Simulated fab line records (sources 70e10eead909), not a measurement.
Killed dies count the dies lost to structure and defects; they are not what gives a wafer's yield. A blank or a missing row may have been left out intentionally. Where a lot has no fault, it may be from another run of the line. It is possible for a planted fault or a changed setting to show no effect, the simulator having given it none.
Matching of chambers    flow nandHarc    NHARC_P_BONDPAD_DESCUM_11 on rieDiel-10: 4 sister chambers
The step chemistry O2, time 3 s. 4 wafers are shown with their chamber, then 10 later ones without.

== WAFERS, EACH WITH ITS CHAMBER ==
wafer   chamber  drypumpMotorCurrentA (A)
L083.1  3        6.7
L082.4  1        5.0
L085.1  0        6.2
L085.3  2        6.2

== WAFERS WITHOUT THEIR CHAMBER ==
wafer   drypumpMotorCurrentA (A)
L085.4  5.0
L088.2  6.7
L088.3  6.2
L088.6  6.2
L093.1  6.2
L093.4  5.0
L093.5  6.8
L097.1  5.1
L097.4  6.7
L097.5  6.2

== WHICH CHAMBER EACH WENT THROUGH ==
wafer   from the rows above      in truth
L085.4  1                        1
L088.2  3                        3
L088.3  can't be placed: 0 or 2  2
L088.6  can't be placed: 0 or 2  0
L093.1  can't be placed: 0 or 2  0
L093.4  1                        1
L093.5  3                        3
L097.1  1                        1
L097.4  3                        3
L097.5  can't be placed: 0 or 2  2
Placed correctly: 6 of 10. From these rows, 4 cannot be placed; in 4 the true chamber is one of the candidates. Placed wrongly: 0.
How it was worked out, from the rows above alone: a wafer's distance from a chamber is the root of the sum, over the readings, of the square of ((its reading less the chamber's mean) divided by the reading's scatter). The wafer belongs to the nearest chamber; if the next one is less than 2 further off, it can't be placed. For every chamber, the mean is computed from those of its wafers that are shown. The scatter: root of mean squared gap, hidden wafer to nearest shown wafer, with one shown wafer a chamber.
